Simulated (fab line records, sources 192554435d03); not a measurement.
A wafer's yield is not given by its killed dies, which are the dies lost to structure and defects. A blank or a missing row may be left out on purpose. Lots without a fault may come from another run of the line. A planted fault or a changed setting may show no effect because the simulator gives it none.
fab line records	flow n5-finfet
record lots=8	wafers=24	last-day=21
route steps=1938 shown BEOL_M5@1157 BEOL_M15@1830
lots that met no fault: taken from a fault-free run of the same line
start-h: hours from the record's opening day to when the first of the lot's shown wafers began	wait-h: how many hours have passed since the lot's step before this one	" identical to the entry in the row above	L1.1+2: a row that stands for several wafers	- no value present, or no start provided	* or withheld: withheld	< > ~ a bound
route shown NAME@n: a module of which the file shows steps, and the number in the route of the first	usual: average and standard deviation across the fault-free wafers	same: alike in all rows	chamber/n: place in a boat	sites: each site's reading	_std_site: how widely they spread, as a standard deviation	_edge_site: the outer-site mean with the inner-site mean subtracted	radius-mm: how far each site lies from the wafer's centre	mask NAME#n: copy n	behind: the tool/chamber that last shaped the wafer	hold: cause of the lot's hold/its duration in hours/its outcome	device: names the non-switching transistor (n, p or np)	end of line: the same wafers' tests at the end of the route	a step given without rows: its recipe and nothing more	killed: dies that structure and defects cost at the first sort, which is not the same as the wafer's yield	map: shows each die of a wafer: x if killed, . if not, _ if none is there
set.NAME: the run value of the setting; set.NAME@STEP: its run value at that earlier step	model.NAME: the simulator's own value behind a step, which no gauge read
a sample of lots followed through the steps of the route, with each step as a table and each wafer as a row
services: the hour from which a tool's chamber was out of use, counted from the record's first day as start-h (under 0 if before that day), plus the number of hours and why
## steps
# step N5_BEOL_M5_VIA_ETCH_34
# recipe chemistry=C4F6/O2	target=SiCOH_lowk	target-depth-a=883	mask-material=SOC	taper-deg=4	time-s=39.2	ion-energy-ev=250	pressure-mtorr=30	source-w=345	bias-w=185	Ar_flow_sccm=300	C4F6_flow_sccm=10	O2_flow_sccm=10
# usual drypump-motor-current-A=5.9/0.35	oes-product-au=0.82/0.069	rf-vpp-V=662/8	showerhead-plenum-p-Torr=2.85/0.086	throttle-valve-pct=20.86/0.2
lot.wafer	tool	chamber	start-h	wait-h	drypump-motor-current-A	oes-product-au	rf-hours-counter-h	rf-vpp-V	showerhead-plenum-p-Torr	throttle-valve-pct
L606.1	rie-diel-03	0	224.93	0.0	6.0	0.86	53	671	2.79	21.05
L606.4	"	1	"	"	5.2	0.69	236	674	2.92	20.70
L606.6	"	3	"	"	6.1	0.79	-	656	2.75	20.66
L607.4	rie-diel-06	1	244.52	0.0	6.3	0.90	31	652	2.79	20.93
L607.5	"	2	"	"	5.5	0.78	-	663	2.87	20.86
L607.6	"	3	"	"	5.8	0.67	-	655	2.69	20.76
L608.1	rie-diel-01	0	257.06	0.0	5.4	0.88	33	659	2.80	20.92
L608.3	"	1	"	"	5.6	0.97	3	669	3.03	20.80
L608.4	"	0	"	"	5.4	0.89	-	660	2.80	20.93
L613.4	rie-diel-06	3	325.59	0.0	5.8	0.96	1	666	3.03	20.38
L613.5	"	1	"	"	6.3	0.88	-	650	2.79	20.97
L613.6	"	2	"	"	5.5	0.76	-	661	2.86	20.90
L614.1	rie-diel-06	1	330.55	0.0	6.3	0.87	46	650	2.79	20.96
L614.2	"	0	"	"	6.5	0.73	185	670	2.94	20.89
L614.6	"	1	"	"	6.3	0.87	-	651	2.79	20.96
L621.1	rie-diel-06	3	389.44	0.0	5.8	0.92	15	667	3.02	20.40
L621.2	"	2	"	"	5.5	0.74	157	662	2.86	20.90
L621.5	"	1	"	"	6.3	0.85	-	649	2.78	20.98
L618.1	rie-diel-03	0	398.93	0.0	6.0	0.80	100	672	2.77	21.11
L618.2	"	1	"	"	5.2	0.92	19	675	2.90	20.39
L618.3	"	3	"	"	6.2	0.75	157	657	2.73	20.73
L625.3	rie-diel-01	0	408.70	0.0	5.4	0.83	70	658	2.78	20.96
L625.4	"	1	"	"	5.6	0.89	37	670	3.01	20.86
L625.6	"	3	"	"	6.1	0.83	-	653	2.87	20.74
# step N5_BEOL_M5_ALD_86
# recipe material=TaN	target-thk-a=*	temp-c=275	ald-precursor-family=PDMAT	ald-co-reactant=NH3	pressure-torr=3	carrier-flow-sccm=1500	pulse-time-s=2	purge-time-s=3	co-reactant-purge-time-s=2	co-reactant-pulse-time-s=3	ald-cycles=30	precursor-vessel-temp-c=75	precursor-vessel-pressure-torr=26.25	precursor-vessel-carrier-sccm=1000
# usual ald-cycles=30/0	heater-power-w=417/49
lot.wafer	tool	chamber	start-h	wait-h	ald-cycles	heater-power-w
L606.1	ald-metal-02	1	226.32	0.0	30	478
L606.4	"	0	"	"	30	352
L606.6	"	1	"	"	30	473
L607.4	ald-metal-03	1	247.26	0.0	30	337
L607.5	"	0	"	"	30	371
L607.6	"	1	"	"	30	339
L608.1	ald-metal-03	2	258.21	0.0	30	415
L608.3	"	3	"	"	30	440
L608.4	"	0	"	"	30	373
L613.4	ald-metal-03	1	326.73	0.1	43	334
L613.5	"	2	"	"	30	420
L613.6	"	0	"	"	43	374
L614.1	ald-metal-03	2	331.88	0.0	43	424
L614.2	"	1	"	"	30	334
L614.6	"	0	"	"	43	367
L621.1	ald-metal-04	3	390.46	0.2	30	456
L621.2	"	2	"	"	30	407
L621.5	"	2	"	"	30	393
L618.1	ald-metal-03	1	400.01	0.1	30	334
L618.2	"	3	"	"	30	426
L618.3	"	0	"	"	30	370
L625.3	ald-metal-02	0	409.74	0.0	30	341
L625.4	"	2	"	"	30	483
L625.6	"	1	"	"	30	472
# step N5_BEOL_M5_ANNEAL_49
# recipe temp-c=400	time-s=1800	ambient=vacuum
# usual heater-power-w=811/77
lot.wafer	tool	chamber	start-h	wait-h	heater-power-w
L606.1	pvd-sputter-02	-	226.88	0.0	733
L606.4	"	-	"	"	871
L606.6	"	-	"	"	884
L607.4	pvd-sputter-02	-	247.84	0.0	869
L607.5	"	-	"	"	772
L607.6	"	-	"	"	729
L608.1	pvd-sputter-02	-	259.12	0.0	862
L608.3	"	-	"	"	778
L608.4	"	-	"	"	721
L613.4	pvd-sputter-01	-	327.15	0.0	717
L613.5	"	-	"	"	716
L613.6	"	-	"	"	825
L614.1	pvd-sputter-01	-	334.04	0.0	813
L614.2	"	-	"	"	724
L614.6	"	-	"	"	718
L621.1	pvd-sputter-03	-	391.07	0.0	714
L621.2	"	-	"	"	907
L621.5	"	-	"	"	780
L618.1	pvd-sputter-03	-	400.78	0.0	712
L618.2	"	-	"	"	907
L618.3	"	-	"	"	899
L625.3	pvd-sputter-02	-	410.35	0.0	722
L625.4	"	-	"	"	781
L625.6	"	-	"	"	887
# step N5_BEOL_M5_ANNEAL_82
# recipe temp-c=400	time-s=1800	ambient=vacuum
# usual heater-power-w=812/78
lot.wafer	tool	chamber	start-h	wait-h	heater-power-w
L606.1	pvd-sputter-02	-	227.96	0.0	729
L606.4	"	-	"	"	875
L606.6	"	-	"	"	881
L607.4	pvd-sputter-02	-	248.92	0.0	868
L607.5	"	-	"	"	770
L607.6	"	-	"	"	725
L608.1	pvd-sputter-02	-	260.20	0.0	855
L608.3	"	-	"	"	785
L608.4	"	-	"	"	755
L613.4	pvd-sputter-01	-	328.24	0.0	712
L613.5	"	-	"	"	693
L613.6	"	-	"	"	828
L614.1	pvd-sputter-01	-	335.12	0.0	821
L614.2	"	-	"	"	736
L614.6	"	-	"	"	688
L621.1	pvd-sputter-03	-	392.15	0.0	724
L621.2	"	-	"	"	913
L621.5	"	-	"	"	781
L618.1	pvd-sputter-03	-	401.87	0.0	712
L618.2	"	-	"	"	904
L618.3	"	-	"	"	922
L625.3	pvd-sputter-02	-	411.44	0.0	722
L625.4	"	-	"	"	773
L625.6	"	-	"	"	867
# step N5_BEOL_M15_RC_MEAS_101
# usual etest-temp-c=25.01/0.1	COMB_M10=1.6e-11/3.1e-12	COMB_M11=1.51e-11/2.9e-12	COMB_M12=7.3e-12/1.4e-12	COMB_M13=5.6e-12/1e-12	COMB_M14=4.4e-12/7.7e-13	COMB_M15=3.2e-12/5.3e-13	COMB_M5=3.8e-11/7e-12	COMB_M6=2.7e-11/4.8e-12	COMB_M7=2.6e-11/5.5e-12	COMB_M8=2.6e-11/4.4e-12	COMB_M9=1.55e-11/2.9e-12	SERP_M10=3.08/0.069	SERP_M10_max_site=3.16/0.077	SERP_M11=3.08/0.068	SERP_M12=0.636/0.014	SERP_M13=0.306/0.0057	SERP_M14=0.161/0.0031	SERP_M5=38.3/1	SERP_M5_max_site=39.8/1.2	SERP_M6=13.7/0.48	SERP_M7=13.8/0.42	SERP_M8=13.9/0.57	SERP_M9=3.06/0.076
lot.wafer	tool	chamber	start-h	wait-h	etest-temp-c	COMB_M10[S/m]	COMB_M11[S/m]	COMB_M12[S/m]	COMB_M13[S/m]	COMB_M14[S/m]	COMB_M15[S/m]	COMB_M5[S/m]	COMB_M6[S/m]	COMB_M7[S/m]	COMB_M8[S/m]	COMB_M9[S/m]	SERP_M10[ohm/um]	SERP_M10_max_site[ohm/um]	SERP_M11[ohm/um]	SERP_M12[ohm/um]	SERP_M13[ohm/um]	SERP_M14[ohm/um]	SERP_M5[ohm/um]	SERP_M5_max_site[ohm/um]	SERP_M6[ohm/um]	SERP_M7[ohm/um]	SERP_M8[ohm/um]	SERP_M9[ohm/um]
L606.1	prober-01	0	313.29	0.0	25.02	2e-11	1.56e-11	4.8e-12	5.7e-12	3.6e-12	2.5e-12	3.6e-11	2.6e-11	1.5e-11	2.1e-11	9e-12	3.12	3.20	3.07	0.637	0.315	0.165	37.1	38.0	13.1	14.2	12.7	3.14
L606.4	"	0	"	"	24.96	1.7e-11	1.44e-11	5.2e-12	4.4e-12	4.1e-12	2.6e-12	3.1e-11	2.3e-11	2.4e-11	2.2e-11	1.66e-11	3.15	3.21	3.05	0.658	0.303	0.165	38.3	38.5	13.7	13.6	14.1	3.12
L606.6	"	0	"	"	24.93	2.1e-11	1.37e-11	5.8e-12	5.9e-12	3.9e-12	2.9e-12	4.4e-11	2.4e-11	2.3e-11	2.3e-11	1.65e-11	3.07	3.14	3.12	0.644	0.312	0.156	38.1	39.8	13.4	13.2	13.2	3.14
L607.4	prober-02	0	325.36	0.5	25.10	1.3e-11	1.06e-11	8.6e-12	5.9e-12	4e-12	4.3e-12	3.3e-11	2.5e-11	2.7e-11	2.9e-11	1.33e-11	3.14	3.21	3.20	0.631	0.306	0.159	38.4	39.2	13.3	13.8	14.3	3.06
L607.5	"	0	"	"	25.09	1.7e-11	1.42e-11	6.6e-12	5.5e-12	3.1e-12	3.4e-12	3.9e-11	1.9e-11	2.4e-11	2.6e-11	1.61e-11	3.04	3.09	3.13	0.620	0.310	0.163	40.3	42.8	14.2	13.9	14.5	2.97
L607.6	"	0	"	"	24.92	1.7e-11	1.08e-11	7.4e-12	4e-12	4.4e-12	3.3e-12	3.5e-11	2e-11	2.4e-11	3.3e-11	1.48e-11	3.03	3.08	3.16	0.650	0.301	0.161	39.5	40.9	13.5	13.4	13.2	3.10
L608.1	prober-02	0	332.78	0.0	25.11	1.7e-11	1.53e-11	6.2e-12	5.6e-12	5.4e-12	3.3e-12	3.8e-11	2.9e-11	2e-11	2.6e-11	1.39e-11	3.10	3.16	3.08	0.634	0.305	0.163	38.6	40.2	14.6	13.9	13.7	3.15
L608.3	"	0	"	"	24.94	1.7e-11	2.29e-11	9.3e-12	6e-12	3.8e-12	3.1e-12	3.4e-11	2.7e-11	3.2e-11	2.9e-11	1.42e-11	3.15	3.25	3.19	0.636	0.305	0.162	38.4	41.6	14.1	14.4	14.4	3.07
L608.4	"	0	"	"	25.11	1.6e-11	1.86e-11	6.5e-12	7.4e-12	4.1e-12	3.4e-12	4.6e-11	2.2e-11	2.3e-11	2.2e-11	1.05e-11	3.06	3.11	3.12	0.639	0.308	0.166	38.4	41.9	15.1	14.0	14.9	3.04
L613.4	prober-01	0	407.70	0.5	24.99	1.8e-11	1.26e-11	1.13e-11	6.5e-12	4.5e-12	3.2e-12	4.6e-11	3.2e-11	2.7e-11	2e-11	1.7e-11	3.06	3.11	3.08	0.658	0.301	0.159	42.2	43.7	13.2	14.2	14.7	3.00
L613.5	"	0	"	"	24.88	1.8e-11	1.3e-11	5.8e-12	4.9e-12	3.7e-12	2.7e-12	3e-11	2.6e-11	3.1e-11	2.6e-11	1.29e-11	2.99	3.04	3.07	0.631	0.302	0.163	38.9	39.9	13.2	13.7	14.9	3.07
L613.6	"	0	"	"	24.86	1.8e-11	1.2e-11	6.6e-12	4.7e-12	3.9e-12	2.6e-12	3.9e-11	2.7e-11	2.7e-11	2.4e-11	2.11e-11	3.03	3.10	3.06	0.630	0.309	0.158	43.3	44.2	12.9	14.7	14.7	2.96
L614.1	prober-02	0	420.96	0.0	25.04	1.6e-11	1.68e-11	8.5e-12	5.4e-12	4.2e-12	3.3e-12	3e-11	3.2e-11	3.3e-11	2.4e-11	1.22e-11	3.06	3.17	3.20	0.639	0.311	0.157	40.1	42.0	13.7	15.0	13.8	3.04
L614.2	"	0	"	"	25.06	1.1e-11	1.7e-11	6.9e-12	5.9e-12	3.1e-12	4.1e-12	3e-11	2.7e-11	2.3e-11	2e-11	1.54e-11	3.05	3.14	3.13	0.635	0.307	0.163	39.2	40.3	14.1	14.0	13.6	3.12
L614.6	"	0	"	"	25.15	1.3e-11	1.47e-11	7.3e-12	6.4e-12	4.7e-12	3.7e-12	4.1e-11	3.2e-11	3.2e-11	2.7e-11	1.7e-11	3.03	3.08	3.03	0.639	0.305	0.162	42.3	42.9	13.5	14.4	13.3	3.00
L621.1	prober-01	0	479.05	0.0	24.92	1.9e-11	2.03e-11	6.1e-12	4.8e-12	4.5e-12	3.5e-12	3.1e-11	2.2e-11	1.7e-11	3.1e-11	1.29e-11	3.04	3.11	3.10	0.645	0.312	0.158	37.0	38.9	13.4	13.8	13.5	3.02
L621.2	"	0	"	"	24.95	1.9e-11	1.61e-11	7e-12	5.3e-12	4.6e-12	3.1e-12	4e-11	2.9e-11	2.7e-11	2.2e-11	1.21e-11	3.14	3.21	3.00	0.631	0.310	0.158	38.1	39.3	13.5	14.1	12.9	3.06
L621.5	"	0	"	"	25.04	1.4e-11	1.89e-11	8.4e-12	5.7e-12	4.7e-12	3.5e-12	4.6e-11	3.3e-11	2.3e-11	2.6e-11	1.32e-11	3.09	3.14	2.98	0.642	0.307	0.162	38.7	39.8	13.4	13.7	13.1	3.10
L618.1	prober-02	0	490.98	0.0	25.05	1.5e-11	1.36e-11	7.4e-12	6.4e-12	4.1e-12	3.1e-12	4.1e-11	3e-11	2.6e-11	2.7e-11	1.62e-11	3.08	3.15	3.15	0.611	0.313	0.160	39.0	41.8	14.6	14.6	14.1	3.09
L618.2	"	0	"	"	25.06	1.4e-11	1.42e-11	6.8e-12	5.2e-12	4.5e-12	3.3e-12	3.1e-11	2.7e-11	2.1e-11	3.5e-11	1.4e-11	3.07	3.12	2.97	0.609	0.311	0.165	38.9	39.4	14.2	13.8	13.9	3.18
L618.3	"	0	"	"	25.00	1.3e-11	1.22e-11	7.7e-12	5e-12	4e-12	4.8e-12	3.8e-11	2.7e-11	1.8e-11	3.3e-11	1.99e-11	3.20	3.29	3.22	0.608	0.307	0.163	39.1	41.2	13.5	14.5	14.6	3.11
L625.3	prober-02	0	497.93	0.7	25.25	1.5e-11	1.51e-11	5.7e-12	5.1e-12	4.8e-12	3.5e-12	4e-11	3.2e-11	2.3e-11	3e-11	1.35e-11	3.01	3.07	3.08	0.608	0.307	0.165	38.7	39.6	13.5	14.2	14.3	3.12
L625.4	"	0	"	"	25.03	1.4e-11	2.1e-11	6.8e-12	7.4e-12	4.6e-12	3.2e-12	3e-11	2.5e-11	3.2e-11	2.9e-11	1.53e-11	3.05	3.19	3.12	0.625	0.320	0.162	37.0	38.5	14.1	14.3	13.8	2.97
L625.6	"	0	"	"	25.12	1.7e-11	1.46e-11	5.4e-12	7.6e-12	6.6e-12	2.9e-12	3.4e-11	2.4e-11	2e-11	2.9e-11	1.08e-11	3.06	3.19	3.14	0.638	0.313	0.161	39.5	40.8	14.0	13.9	13.9	3.21
# sites SERP_M5 radius-mm=0,75,75,75,75,140,140,140,140
L606.1 37.1 38.0 37.3 36.7 37.1 37.3 36.7 37.2 36.5
L607.4 37.1 38.2 38.1 37.6 38.4 38.6 39.2 39.2 38.6
L608.1 36.7 37.8 37.5 38.6 38.6 38.2 40.2 38.8 39.6
L613.4 43.7 41.8 42.1 42.9 42.8 41.9 42.5 42.1 42.2
L614.1 40.3 40.0 42.0 40.0 40.1 38.9 41.0 40.4 40.1
L621.1 38.9 37.6 38.3 37.0 38.4 34.7 34.4 34.3 35.7
L618.1 36.5 39.0 38.9 38.7 37.7 41.1 39.9 41.8 39.3
L625.3 39.4 38.7 39.6 38.9 39.1 36.3 37.0 36.5 37.7
## services
tool	chamber	start-h	hours	kind
ald-metal-04	1	202.89	31.0	repair
ald-metal-03	2	205.95	7.6	repair
rie-diel-01	2	208.89	1.8	repair
rie-diel-01	-	225.35	2.8	pm
ald-metal-04	3	227.39	35.0	repair
rie-diel-01	1	228.66	-	clean
ald-metal-02	0	238.24	9.6	repair
rie-diel-01	2	254.21	11.8	repair
rie-diel-06	3	270.58	2.7	repair
pvd-sputter-03	-	273.75	1.9	repair
ald-metal-04	-	277.92	8.7	pm
ald-metal-02	2	279.71	4.9	repair
rie-diel-06	3	293.02	-	clean
rie-diel-06	3	293.02	-	consumable-replace:focus-ring
rie-diel-06	3	293.02	-	consumable-replace:showerhead
rie-diel-06	3	293.02	24.9	scheduled-down
rie-diel-06	3	293.02	24.9	vent-cycle
ald-metal-03	3	317.39	12.6	repair
rie-diel-01	0	323.77	1.3	repair
ald-metal-03	1	357.38	-	calibration
ald-metal-03	0	357.69	4.9	repair
ald-metal-03	3	368.52	5.5	repair
pvd-sputter-03	-	368.86	6.0	repair
ald-metal-04	0	390.10	25.3	repair
## key
first-sign step=N5_BEOL_M5_ALD_86	reading=ald-cycles	direction=up	sigmas=99+	usual=*	struck=*
effect step=N5_BEOL_M15_RC_MEAS_101	reading=SERP_M5	direction=up	sigmas=3.5	usual=38.3	struck=42.0
met-at N5_BEOL_M5_ALD_86
struck-lots L613,L614
struck-wafers L613.4,L613.6,L614.1,L614.6
not-acting-at N5_BEOL_M5_VIA_ETCH_34,N5_BEOL_M5_ANNEAL_49,N5_BEOL_M5_ANNEAL_82
onset-between 258.21 326.73
fault kind=process-parameter-drift	tool=ald-metal-03	chamber=-	onset-h=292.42	steps=N5_BEOL_M5_ALD_86	channel=ald-cycles	offset=*	shape=step	end-h=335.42	scope=struck-wafers-only	acts-in=*	stated=*
